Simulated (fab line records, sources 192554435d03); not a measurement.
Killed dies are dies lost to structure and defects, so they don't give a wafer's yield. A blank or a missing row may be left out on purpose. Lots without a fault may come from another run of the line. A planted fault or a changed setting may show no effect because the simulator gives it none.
Split-lot experiment | flow n5_finfet | 7 lots, 21 wafers read, on a route of 1938 steps

THE SPLIT
At N5_BEOL_M6_HM_DEP_02 (deposits TiN, target thk 20 nm), the setting target_thk_a was moved away from the recipe's 200 angstrom on 4 of the 21 wafers read, by +5.7% to +12.9%. The other wafers ran this setting at the recipe's value.

FROM THE SPLIT TO THE READING: what the file shows between them, 4 steps
- N5_BEOL_M6_COAT_59: time 60 s, resist thk 100 nm
- N5_BEOL_M6_COAT_60: time 60 s, resist thk 35 nm
- N5_BEOL_M6_STRIP_68: strips in N2/H2
- N5_BEOL_M6_STRIP_67: strips in CF4

THE READING
etch.depth_nm (the simulator's own value, which no gauge read), in nm, at N5_BEOL_M6_HM_OPEN_17 (chemistry Cl2/BCl3, target TiN, target depth 20 nm, overetch 6 nm). The file gives no usual value for it. The 17 wafers here that ran the recipe average 20.01 nm, standard deviation 0.18 nm.

wafer  | tool, chamber at the split | target_thk_a as run, angstrom | against the recipe | etch.depth_nm, nm | against lot-mates on the recipe
L076.4 | pvd_sputter-01, -          | 200                           | recipe             | 20.11             | -
L076.5 | pvd_sputter-01, -          | 200                           | recipe             | 20.27             | -
L076.6 | pvd_sputter-01, -          | 200                           | recipe             | 20.09             | -
L079.2 | pvd_sputter-03, -          | 213                           | +6.5%              | 21.47             | +1.61
L079.3 | pvd_sputter-03, -          | 200                           | recipe             | 19.77             | -
L079.4 | pvd_sputter-03, -          | 200                           | recipe             | 19.95             | -
L080.1 | pvd_sputter-03, -          | 200                           | recipe             | 19.85             | -
L080.3 | pvd_sputter-03, -          | 200                           | recipe             | 20.21             | -
L080.6 | pvd_sputter-03, -          | 200                           | recipe             | 20.06             | -
L084.1 | pvd_sputter-03, -          | 200                           | recipe             | 19.7              | -
L084.2 | pvd_sputter-03, -          | 200                           | recipe             | 19.88             | -
L084.4 | pvd_sputter-03, -          | 219.5                         | +9.7%              | 21.7              | +1.91
L088.3 | pvd_sputter-02, -          | 200                           | recipe             | 20.1              | -
L088.4 | pvd_sputter-02, -          | 211.4                         | +5.7%              | 21.37             | +1.15
L088.5 | pvd_sputter-02, -          | 200                           | recipe             | 20.34             | -
L087.2 | pvd_sputter-02, -          | 200                           | recipe             | 19.92             | -
L087.3 | pvd_sputter-02, -          | 200                           | recipe             | 19.87             | -
L087.4 | pvd_sputter-02, -          | 200                           | recipe             | 19.98             | -
L092.1 | pvd_sputter-01, -          | 200                           | recipe             | 20.23             | -
L092.2 | pvd_sputter-01, -          | 225.8                         | +12.9%             | 22.38             | +2.34
L092.3 | pvd_sputter-01, -          | 200                           | recipe             | 19.84             | -

THE FIT
A straight line over all 21 wafers: etch.depth_nm changes by +0.19 nm for each +1% of target_thk_a; r = +0.97; the points scatter about the line by 0.19 nm.
The same after taking each lot's own level away (the mean of its wafers on the recipe; 21 wafers): +0.195 nm for each +1%; r = +0.98; scatter 0.14 nm.
On that fit, the largest move of target_thk_a shifts the reading by 2.5 nm.
The lots' own levels span 19.790 to 20.220 nm, that is 2.4 times the standard deviation above.
So the lot-to-lot level changes the slope little: the two slopes agree.
Check: with one of the wafers moved furthest among these (+12.9%) left out of the fit, the line predicts +2.71 nm for it against its lot-mates. It came out at +2.34 nm against them.

OTHER SPLITS ON THESE WAFERS
These wafers also went through other splits before the reading. Each is held against what the fit with the lots' levels taken away leaves over:
other split on the same wafers    | wafers away from the commonest value | r with etch.depth_nm (lot level and that fit taken away)
N5_BEOL_M4_HM_STRIP_39 time_s     | 12                                   | +0.15
N5_BEOL_M5_HM_DEP_02 target_thk_a | 9                                    | +0.18
N5_BEOL_M5_COAT_59 temp_c         | 7                                    | -0.14
N5_BEOL_M6_ILD_DEP_00 time_s      | 11                                   | +0.18

THE WHOLE CHAIN: every reading that the file lists as answering this split, in the file's order
step                  | what it does                                                      | reading                                                                          | change (the file's fit)               | r (the file's)
N5_BEOL_M6_HM_DEP_02  | deposits TiN, target thk 20 nm                                    | TiN_of_BEOL_M6_HM_DEP_02.thk_nm (the simulator's own value, which no gauge read) | +0.202 nm for each +1% of the setting | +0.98
N5_BEOL_M6_HM_OPEN_17 | chemistry Cl2/BCl3, target TiN, target depth 20 nm, overetch 6 nm | etch.depth_nm (the simulator's own value, which no gauge read)                   | +0.196 nm for each +1% of the setting | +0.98

THE FILE'S OWN FIT
etch.depth_nm changes by +0.196 nm for each +1% of target_thk_a, r = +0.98.
